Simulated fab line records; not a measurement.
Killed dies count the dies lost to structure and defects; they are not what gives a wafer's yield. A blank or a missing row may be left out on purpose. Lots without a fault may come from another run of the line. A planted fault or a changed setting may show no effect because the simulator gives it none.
A struck lot beside a sound one	flow nandHarc	17 steps out of a route of 1302
Sound: wafers L625.1, L625.4, L625.6. Wafers L638.2, L638.3, L638.4 were the ones struck. Last of all comes the cause.
Per side, at each step with rows, come the tool, then ch with its chambers, and then its first start. Under that, the readings that differ: sound wafers	struck wafers	difference of the means	sigmas: that difference in standard deviations of wafers without a fault.
alike: readings whose means differ by less than 2 such deviations, and words and numbers that are the same on both sides. not compared: withheld readings, readings that some wafer has no value for, bounds like >300 that may hide the same value, and numbers for which the record gives no deviation and whose values overlap.
The two part at a step that has a row with sigmas, a row that says differs or no value, or rows on one side only. Non-overlapping numbers with no deviation appear without sigmas and do not part them. A reading missing from all wafers of one side parts the sides only when that side holds two or more wafers.

first, 1 step without rows for these wafers: NHARC_A_M0_SRD_25.
NHARC_A_M0_INSPECT_27:
  sound: defectInspect-01 at day 25 10:00; struck: defectInspect-02 at day 30 15:50
  alike: rawDefectCount
NHARC_A_M0_PRE_CLEAN_31: time 12 s.
  sound on pecvd-02 ch 0,1, day 25 10:06; struck on pecvd-02 ch 0,1,2, day 30 15:55
  alike: heaterPowerW
NHARC_A_M0_DEP_32: deposits SiCN, target thk 30 nm.
  sound on pecvd-02 ch 0,1, day 25 10:14; struck on pecvd-02 ch 0,1,2, day 30 16:02
  alike: heaterPowerW
then, 7 steps without rows for these wafers: NHARC_A_M1_DEP_00 (deposits SiOC, target thk 182.5 nm); NHARC_A_M1_DEHYDRATE_01 (time 120 s); NHARC_A_M1_HMDS_02 (time 30 s); NHARC_A_M1_COAT_34 (time 65 s); NHARC_A_M1_COAT_03 (resist thk 90 nm); NHARC_A_M1_SOFTBAKE_04 (time 55 s); NHARC_A_M1_EBR_05.
NHARC_A_M1_EXPOSE_06: exposes mask A M1, target cd 120 nm.
  sound on arfiScanner-02 ch 0, day 25 11:07; struck on arfiScanner-02 ch 0, day 30 16:57
reading	sound	struck	difference	sigmas
model.A_M1.overlayXNm (nm)	-0.3214 -0.3214 -0.3214	39.15 39.15 39.15	+39.47	
  alike: mask, reticleTempC
then, 2 steps without rows for these wafers: NHARC_A_M1_PEB_07 (peb time 65 s); NHARC_A_M1_DEVELOP_08 (develop time 35 s).
NHARC_A_M1_CD_MEAS_09: target cd 120 nm.
  sound on cdSem-01 ch 0, day 25 11:15; struck on cdSem-01 ch 0, day 30 17:05
  alike: cdNm
NHARC_A_M1_OVL_MEAS_10: pitch 240 nm.
  sound: overlay-01 at day 25 11:20; struck: overlay-02 at day 30 17:11
reading	sound	struck	difference	sigmas
overlayXNm (nm)	-0.6 0.1 -0.6	38.8 39.2 39.2	+39.4	+52
  alike: overlayYNm
NHARC_A_M1_INSPECT_11:
  sound: defectInspect-02 at day 25 11:23; struck: defectInspect-01 at day 30 17:13
  alike: rawDefectCount

## WHERE THEY PART
Only at NHARC_A_M1_OVL_MEAS_10, as far as this record shows. Later steps at which nothing parts them and some readings are alike: NHARC_A_M1_INSPECT_11.

WHY: what the simulator had put in
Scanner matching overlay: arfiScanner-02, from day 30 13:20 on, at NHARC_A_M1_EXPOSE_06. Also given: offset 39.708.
